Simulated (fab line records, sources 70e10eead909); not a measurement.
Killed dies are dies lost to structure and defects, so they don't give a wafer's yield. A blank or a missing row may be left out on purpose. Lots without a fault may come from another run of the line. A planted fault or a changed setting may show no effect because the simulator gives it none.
fab line records | flow nand_harc | part 2 of 2: steps 35 to 48 of 48
record lots=5 wafers=15 last_day=31
route steps=1302 shown A_CHANNEL_FILL_D1@515 A_DECK1_JOINT@518 A_ONON_D2@545
lots that met no fault: from a run of the same line without faults
start_h: hours from the record's first day to the start of the lot's first wafer shown | wait_h: hours since the lot's step before | " the same as in the row above | L1.1+2: a row that stands for several wafers | - no value, or no start given | * or withheld: withheld | < > ~ a bound
route shown NAME@n: a module of which the file shows steps, and the number in the route of the first | usual: mean/standard deviation of fault-free wafers | same: alike in all rows | chamber/n: place in a boat | sites: the reading at each site | _std_site: their standard deviation | _edge_site: outer sites' mean less inner sites' | radius_mm: how far each site lies from the wafer's centre | mask NAME#n: copy n | behind: the tool/chamber that last shaped the wafer | hold: why the lot was held/for how many hours/how that ended | device: the transistor (n, p or np) that didn't switch | end of line: the same wafers' tests at the end of the route | a step without rows: its recipe alone | killed: dies lost to structure and defects at the first sort, not the wafer's yield | map: a wafer's dies, x killed, . not, _ none there
set.NAME: the setting as run; set.NAME@STEP: as run at that earlier step | model.NAME: the simulator's own value behind a step, which no gauge read
lots at some steps of the route; a table a step, a row a wafer
services: from which hour (start_h, from the record's first day; less than 0 if before it) a tool's chamber was out of use, for how many hours, and why
## steps
# step NHARC_A_ONON_D2_DEP_09
# recipe target_thk_a=10000 n2_flow_sccm=2750 n2o_flow_sccm=2000 nh3_flow_sccm=500 sih4_flow_sccm=210 temp_c=400
# columns lot.wafer tool chamber start_h wait_h
L083.1+4+6 pecvd_onon-01 0 355.51 0.1
L085.1+4+6 pecvd_onon-03 0 383.41 0.1
L086.3+4+5 pecvd_onon-01 0 399.93 0.2
L092.3+4+6 pecvd_onon-03 0 454.36 0.2
L093.2+5+6 pecvd_onon-03 0 462.41 0.1
# step NHARC_A_ONON_D2_THK_MEAS_11
# recipe thk_meas_gauge=ellipsometry
# usual thk_nm=1004/9.6
# columns lot.wafer tool chamber start_h wait_h thk_nm
L083.1 film_metro-01 - 356.02 - 1009
L083.4 " - " " 1010
L083.6 " - " " 1009
L085.1 film_metro-01 - 383.93 - 1012
L085.4 " - " " 1013
L085.6 " - " " 1013
L086.3 film_metro-02 - 400.32 - 999
L086.4 " - " " 1000
L086.5 " - " " 999
L092.3 film_metro-02 - 454.75 - 1003
L092.4 " - " " 1002
L092.6 " - " " 1002
L093.2 film_metro-02 - 462.86 - 1004
L093.5 " - " " 1006
L093.6 " - " " 1005
# step NHARC_A_ONON_D2_DEP_12
# recipe target_thk_a=10000 n2_flow_sccm=2750 n2o_flow_sccm=2000 nh3_flow_sccm=500 sih4_flow_sccm=210 temp_c=400
# columns lot.wafer tool chamber start_h wait_h
L083.1+4+6 pecvd_onon-03 0 356.07 0.1
L085.1+4+6 pecvd_onon-02 0 383.98 0.1
L086.3+4+5 pecvd_onon-02 0 400.49 0.2
L092.3+4+6 pecvd_onon-02 0 454.93 0.2
L093.2+5+6 pecvd_onon-02 0 462.97 0.1
# step NHARC_A_ONON_D2_THK_MEAS_14
# recipe thk_meas_gauge=ellipsometry
# usual thk_nm=1000/12
# columns lot.wafer tool chamber start_h wait_h thk_nm
L083.1 film_metro-01 - 356.58 - 993
L083.4 " - " " 992
L083.6 " - " " 990
L085.1 film_metro-01 - 384.48 - 999
L085.4 " - " " 997
L085.6 " - " " 999
L086.3 film_metro-02 - 400.89 - 1000
L086.4 " - " " 1001
L086.5 " - " " 1000
L092.3 film_metro-02 - 455.32 - 1009
L092.4 " - " " 1009
L092.6 " - " " 1008
L093.2 film_metro-01 - 463.43 - 985
L093.5 " - " " 985
L093.6 " - " " 984
# step NHARC_A_ONON_D2_ANNEAL_15
# recipe temp_c=750 time_s=3600
# columns lot.wafer tool chamber start_h wait_h
L083.1+4+6 furnace-02 0 359.60 3.0
L085.1+4+6 furnace-04 0 387.83 3.3
L086.3+4+5 furnace-04 0 407.28 6.4
L092.3+4+6 furnace-02 0 460.87 5.6
L093.2+5+6 furnace-04 0 466.82 3.4
# step NHARC_A_ONON_D2_DEP_16
# recipe target_thk_a=10000 n2_flow_sccm=2750 n2o_flow_sccm=2000 nh3_flow_sccm=500 sih4_flow_sccm=210 temp_c=400
# columns lot.wafer tool chamber start_h wait_h
L083.1+4+6 pecvd_onon-02 0 363.49 0.4
L085.1+4+6 pecvd_onon-02 0 391.71 0.4
L086.3+4+5 pecvd_onon-01 0 411.25 0.5
L092.3+4+6 pecvd_onon-01 0 464.91 0.5
L093.2+5+6 pecvd_onon-02 0 470.70 0.4
# step NHARC_A_ONON_D2_THK_MEAS_18
# recipe thk_meas_gauge=ellipsometry
# usual thk_nm=998/9.2
# columns lot.wafer tool chamber start_h wait_h thk_nm
L083.1 film_metro-02 - 364.00 - 987
L083.4 " - " " 987
L083.6 " - " " 986
L085.1 film_metro-01 - 392.22 - 1003
L085.4 " - " " 1003
L085.6 " - " " 1002
L086.3 film_metro-01 - 411.65 - 995
L086.4 " - " " 994
L086.5 " - " " 996
L092.3 film_metro-01 - 465.31 - 987
L092.4 " - " " 987
L092.6 " - " " 988
L093.2 film_metro-02 - 471.15 - 1008
L093.5 " - " " 1009
L093.6 " - " " 1010
# step NHARC_A_ONON_D2_DEP_19
# recipe target_thk_a=10000 n2_flow_sccm=2750 n2o_flow_sccm=2000 nh3_flow_sccm=500 sih4_flow_sccm=210 temp_c=400
# columns lot.wafer tool chamber start_h wait_h
L083.1+4+6 pecvd_onon-03 0 364.17 0.2
L085.1+4+6 pecvd_onon-01 0 392.28 0.1
L086.3+4+5 pecvd_onon-01 0 411.82 0.2
L092.3+4+6 pecvd_onon-03 0 465.48 0.2
L093.2+5+6 pecvd_onon-03 0 471.27 0.1
# step NHARC_A_ONON_D2_THK_MEAS_21
# recipe thk_meas_gauge=ellipsometry
# usual thk_nm=1001/10
# columns lot.wafer tool chamber start_h wait_h thk_nm
L083.1 film_metro-02 - 364.68 - 990
L083.4 " - " " 989
L083.6 " - " " 987
L085.1 film_metro-01 - 392.78 - 1021
L085.4 " - " " 1023
L085.6 " - " " 1022
L086.3 film_metro-01 - 412.21 - 1003
L086.4 " - " " 1003
L086.5 " - " " 1002
L092.3 film_metro-02 - 465.88 - 985
L092.4 " - " " 987
L092.6 " - " " 987
L093.2 film_metro-01 - 471.72 - 999
L093.5 " - " " 998
L093.6 " - " " 996
# step NHARC_A_ONON_D2_DEP_22
# recipe target_thk_a=10000 n2_flow_sccm=2750 n2o_flow_sccm=2000 nh3_flow_sccm=500 sih4_flow_sccm=210 temp_c=400
# columns lot.wafer tool chamber start_h wait_h
L083.1+4+6 pecvd_onon-03 0 364.73 0.1
L085.1+4+6 pecvd_onon-03 0 392.84 0.1
L086.3+4+5 pecvd_onon-02 0 412.39 0.2
L092.3+4+6 pecvd_onon-02 0 466.05 0.2
L093.2+5+6 pecvd_onon-02 0 471.84 0.1
# step NHARC_A_ONON_D2_THK_MEAS_24
# recipe thk_meas_gauge=ellipsometry
# usual thk_nm=1001/10
# columns lot.wafer tool chamber start_h wait_h thk_nm
L083.1 film_metro-02 - 365.25 - 1017
L083.4 " - " " 1017
L083.6 " - " " 1017
L085.1 film_metro-01 - 393.34 - 993
L085.4 " - " " 992
L085.6 " - " " 992
L086.3 film_metro-01 - 412.78 - 1010
L086.4 " - " " 1012
L086.5 " - " " 1010
L092.3 film_metro-02 - 466.44 - 1019
L092.4 " - " " 1019
L092.6 " - " " 1018
L093.2 film_metro-02 - 472.29 - 1003
L093.5 " - " " 1001
L093.6 " - " " 1005
# step NHARC_A_ONON_D2_DEP_25
# recipe target_thk_a=10000 n2_flow_sccm=2750 n2o_flow_sccm=2000 nh3_flow_sccm=500 sih4_flow_sccm=210 temp_c=400
# columns lot.wafer tool chamber start_h wait_h
L083.1+4+6 pecvd_onon-03 0 365.30 0.1
L085.1+4+6 pecvd_onon-02 0 393.40 0.1
L086.3+4+5 pecvd_onon-01 0 412.95 0.2
L092.3+4+6 pecvd_onon-03 0 466.62 0.2
L093.2+5+6 pecvd_onon-01 0 472.40 0.1
# step NHARC_A_ONON_D2_THK_MEAS_27
# recipe thk_meas_gauge=ellipsometry
# usual thk_nm=1000/11
# columns lot.wafer tool chamber start_h wait_h thk_nm
L083.1 film_metro-01 - 365.82 - 1009
L083.4 " - " " 1010
L083.6 " - " " 1010
L085.1 film_metro-02 - 393.91 - 996
L085.4 " - " " 995
L085.6 " - " " 998
L086.3 film_metro-02 - 413.35 - 1002
L086.4 " - " " 1000
L086.5 " - " " 1002
L092.3 film_metro-01 - 467.02 - 994
L092.4 " - " " 996
L092.6 " - " " 994
L093.2 film_metro-02 - 472.85 - 1010
L093.5 " - " " 1009
L093.6 " - " " 1008
# step NHARC_A_ONON_D2_DEP_28
# recipe target_thk_a=10000 n2_flow_sccm=2750 n2o_flow_sccm=2000 nh3_flow_sccm=500 sih4_flow_sccm=210 temp_c=400
# columns lot.wafer tool chamber start_h wait_h
L083.1+4+6 pecvd_onon-03 0 365.87 0.1
L085.1+4+6 pecvd_onon-01 0 393.97 0.1
L086.3+4+5 pecvd_onon-02 0 413.52 0.2
L092.3+4+6 pecvd_onon-02 0 467.19 0.2
L093.2+5+6 pecvd_onon-03 0 472.97 0.1
## services
# columns tool chamber start_h hours kind
furnace-03 - 296.60 26.0 pm
wet_bench-01 - 302.23 4.7 repair
cmp-01 - 318.82 1.5 repair
wet_bench-07 - 336.07 8.0 pm
wet_h3po4-01 - 339.35 8.0 pm
rie_si-04 - 342.00 9.0 pm
cmp-01 - 351.95 2.8 repair
wet_bench-03 - 365.26 12.3 repair
fcvd-01 - 366.00 13.0 pm
pecvd_onon-02 - 366.09 13.0 pm
cmp-01 - 385.44 4.0 pm
wet_bench-03 - 386.46 8.0 pm
pecvd_onon-03 - 408.00 13.0 pm
wet_h3po4-01 - 409.14 4.2 repair
cmp-01 - 413.66 1.3 repair
rie_si-04 0 418.57 57.2 repair
wet_h3po4-02 - 420.00 8.0 pm
fcvd-01 0 423.49 5.3 repair
wet_bench-05 - 436.80 8.0 pm
fcvd-01 - 437.91 0.6 repair
fcvd-02 - 450.00 13.0 pm
pecvd_onon-01 - 450.00 13.0 pm
wet_bench-01 - 453.64 8.0 pm
rie_si-04 1 472.30 6.8 repair
